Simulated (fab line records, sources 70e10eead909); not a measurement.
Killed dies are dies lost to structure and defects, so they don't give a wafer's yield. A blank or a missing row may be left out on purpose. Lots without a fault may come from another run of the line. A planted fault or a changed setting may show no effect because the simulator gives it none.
Chamber matching | flow nand_harc | NHARC_A_CHANNEL_HOLE_D2_ETCH_38 on rie_diel-01: 4 sister chambers
The step etches the open film in CF4, target depth 39 nm, time 65 s. 16 wafers are shown with their chamber, then 8 later ones without.

WAFERS WITH THEIR CHAMBER
wafer  | chamber | oes_product_au (a.u.) | rf_vpp_V (V) | throttle_valve_pct (%)
L079.2 | 0       | 0.988                 | 150.6        | 13.291
L079.3 | 2       | 1.006                 | 152.6        | 13.284
L079.5 | 2       | 1.003                 | 152.3        | 13.284
L080.4 | 2       | 1.019                 | 153.2        | 13.274
L080.5 | 1       | 0.984                 | 152.4        | 13.293
L080.6 | 2       | 1.005                 | 153.2        | 13.273
L082.4 | 0       | 0.983                 | 148.6        | 13.295
L082.5 | 0       | 0.984                 | 150.5        | 13.263
L082.6 | 1       | 0.996                 | 152.1        | 13.274
L088.1 | 2       | 0.996                 | 153.1        | 13.290
L088.2 | 0       | 0.981                 | 150.8        | 13.297
L088.4 | 1       | 0.985                 | 153.3        | 13.277
L089.2 | 2       | 1.008                 | 152.3        | 13.273
L089.3 | 3       | 1.025                 | 151.6        | 13.266
L089.6 | 0       | 0.997                 | 149.5        | 13.284
L092.2 | 1       | 0.981                 | 153.2        | 13.293

SIGNATURES (means of the wafers above)
reading            | chamber 0 | chamber 1 | chamber 2 | chamber 3 | scatter within a chamber
oes_product_au     | 0.98660   | 0.98650   | 1.00617   | 1.02500   | 0.00691
rf_vpp_V           | 150.000   | 152.750   | 152.783   | 151.600   | 0.674
throttle_valve_pct | 13.28600  | 13.28425  | 13.27967  | 13.26600  | 0.0106
Rule: a wafer's distance from a chamber is the root of the sum, over the readings, of the square of ((its reading less the chamber's mean) divided by the reading's scatter). The wafer belongs to the nearest chamber; if the next one is less than 2 further off, it can't be placed. The scatter: the root of (the sum of the squares of (reading less its chamber's mean) over the shown wafers, divided by (wafers less chambers)).

WAFERS WITHOUT THEIR CHAMBER
wafer  | oes_product_au (a.u.) | rf_vpp_V (V) | throttle_valve_pct (%)
L092.3 | 1.005                 | 152.8        | 13.292
L092.5 | 1.004                 | 153.6        | 13.286
L094.1 | 1.027                 | 149.6        | 13.270
L094.3 | 0.983                 | 152.2        | 13.276
L094.5 | 1.005                 | 153.3        | 13.276
L095.2 | 1.006                 | 152.7        | 13.289
L095.4 | 0.994                 | 151.6        | 13.285
L095.5 | 1.038                 | 152.1        | 13.282

WHICH CHAMBER EACH WENT THROUGH
wafer  | from the rows above          | in truth
L092.3 | can't be placed: 2 or 1      | 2
L092.5 | can't be placed: 2 or 1      | 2
L094.1 | 3                            | 3
L094.3 | 1                            | 1
L094.5 | 2                            | 2
L095.2 | can't be placed: 2 or 1      | 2
L095.4 | can't be placed: 1 or 2 or 0 | 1
L095.5 | 3                            | 3
Placed correctly: 4 of 8. Can't be placed from these rows: 4 (the true chamber is among the candidates in 4). Placed wrongly: 0.
